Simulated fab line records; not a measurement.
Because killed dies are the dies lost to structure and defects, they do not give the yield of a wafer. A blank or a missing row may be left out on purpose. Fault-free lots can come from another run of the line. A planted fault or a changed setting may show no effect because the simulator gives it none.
One fault seen from 2 desks | flow n5Finfet | each desk has only its own numbers; what lay behind them comes last

## AT THE METROLOGY DESK
Lot by lot, what the gauges showed, no matter which tool ran the lot: averages of those sampled wafers that carry a number. If a lot's mean is further than 4 standard deviations from the usual mean, the lot is out of limits and carries the mark OUT (the distance appears in the brackets).
Columns: A = TV_OVL at N5_PASSIVATION_OVL_MEAS_60, usual 0 nm
lot  | first seen here | A
L333 | day 18 08:23    | 12
L332 | day 19 01:38    | -3
L334 | day 20 00:00    | 5
L329 | day 20 04:16    | -5
L339 | day 20 10:43    | -4
L336 | day 21 19:56    | 4
L345 | day 22 12:32    | 394 (+63) OUT
L343 | day 23 01:11    | 388 (+62) OUT
L348 | day 23 18:05    | 1
L351 | day 24 17:26    | -7
This desk's finding: out of limits on L343, L345; first on L345, day 22 12:32 (TV_OVL at N5_PASSIVATION_OVL_MEAS_60). Within limits: L333, L332, L334, L329, L339, L336, L348, L351.

## TOOL OWNER'S DESK, krfScanner-01
The tool's own readings at N5_PASSIVATION_EXPOSE_07 (exposes mask TV, defocus 0 nm, target cd 3000 nm): means of the sampled wafers that have a number, for each lot that ran on this tool. If a lot's mean is further than 4 standard deviations from the usual mean, the lot is out of limits and carries the mark OUT (the distance appears in the brackets).
Columns: A = exposureDoseMJCm2 at N5_PASSIVATION_EXPOSE_07, usual 22.753
lot  | first seen here | A
L333 | day 18 08:11    | 22.762
L332 | day 19 01:26    | 22.738
L334 | day 19 23:47    | 22.759
L345 | day 22 12:20    | 22.757
L343 | day 23 00:59    | 22.720
This desk found nothing out of limits on any of the 5 lots.

## BROUGHT TOGETHER
On L343, L345, the metrology desk was in a position to raise an alarm at day 22 12:32.
The desk of the tool owner found nothing out of limits.
Tool owner's desk: L343, L345 on record, inside its limits.
N5_PASSIVATION_EXPOSE_07 was run on krfScanner-01 by each of the lots named.

## WHAT WAS PUT IN BY THE SIMULATOR
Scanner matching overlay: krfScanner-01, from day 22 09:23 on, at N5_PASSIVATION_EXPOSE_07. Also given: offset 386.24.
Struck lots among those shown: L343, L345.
Delay in hours, fault start to first out-of-limits reading, per desk: metrology desk 3.
